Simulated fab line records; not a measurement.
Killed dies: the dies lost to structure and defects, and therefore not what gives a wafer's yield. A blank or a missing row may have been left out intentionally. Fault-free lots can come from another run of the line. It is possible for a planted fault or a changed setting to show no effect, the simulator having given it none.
Matching of chambers :: flow nand_harc :: 4 sister chambers for NHARC_A_CHANNEL_FILL_D1_ALD_14 on ald_hk-02
The step deposits SiO2, target thk 2.5 nm, pulse time 10 s, ald cycles 25. 8 wafers are shown with their chamber, then 7 later ones without.

EACH WAFER AND ITS CHAMBER
wafer: L794.1
chamber: 2
heater_power_outer_w (W): 226
heater_power_w (W): 415

wafer: L794.6
chamber: 3
heater_power_outer_w (W): 276
heater_power_w (W): 454

wafer: L798.4
chamber: 3
heater_power_outer_w (W): 273
heater_power_w (W): 473

wafer: L801.1
chamber: 1
heater_power_outer_w (W): 227
heater_power_w (W): 405

wafer: L801.2
chamber: 0
heater_power_outer_w (W): 256
heater_power_w (W): 425

wafer: L801.5
chamber: 0
heater_power_outer_w (W): 247
heater_power_w (W): 436

wafer: L810.1
chamber: 1
heater_power_outer_w (W): 241
heater_power_w (W): 423

wafer: L810.2
chamber: 2
heater_power_outer_w (W): 226
heater_power_w (W): 434

WAFERS WITH NO CHAMBER GIVEN
wafer: L810.5
heater_power_outer_w (W): 280
heater_power_w (W): 489

wafer: L811.3
heater_power_outer_w (W): 241
heater_power_w (W): 408

wafer: L811.5
heater_power_outer_w (W): 232
heater_power_w (W): 427

wafer: L811.6
heater_power_outer_w (W): 239
heater_power_w (W): 409

wafer: L812.1
heater_power_outer_w (W): 237
heater_power_w (W): 416

wafer: L812.3
heater_power_outer_w (W): 283
heater_power_w (W): 488

wafer: L812.6
heater_power_outer_w (W): 234
heater_power_w (W): 418

WHICH CHAMBER EACH WENT THROUGH
wafer: L810.5
from the rows above: 3
in truth: 3

wafer: L811.3
from the rows above: can't be placed: 1 or 0 or 2
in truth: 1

wafer: L811.5
from the rows above: can't be placed: 2 or 1
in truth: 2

wafer: L811.6
from the rows above: can't be placed: 1 or 2 or 0
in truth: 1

wafer: L812.1
from the rows above: can't be placed: 1 or 2
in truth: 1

wafer: L812.3
from the rows above: 3
in truth: 3

wafer: L812.6
from the rows above: can't be placed: 1 or 2
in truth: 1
Placed correctly: 2 of 7. Can't be placed from these rows: 5 (the true chamber is among the candidates in 5). 0 placed wrongly.
How it was worked out, from the rows above alone: a wafer's distance from a chamber is the root of the sum, over the readings, of the square of ((its reading less the chamber's mean) divided by the reading's scatter). If the next closest chamber is less than 2 further off than the closest, the wafer can't be placed; otherwise it belongs to the closest. For every chamber, the mean is computed from those of its wafers that are shown. How the scatter is found: for the shown wafers, subtract from each reading the mean of its chamber, square and add these, divide the total by (wafers less chambers), then take the root.
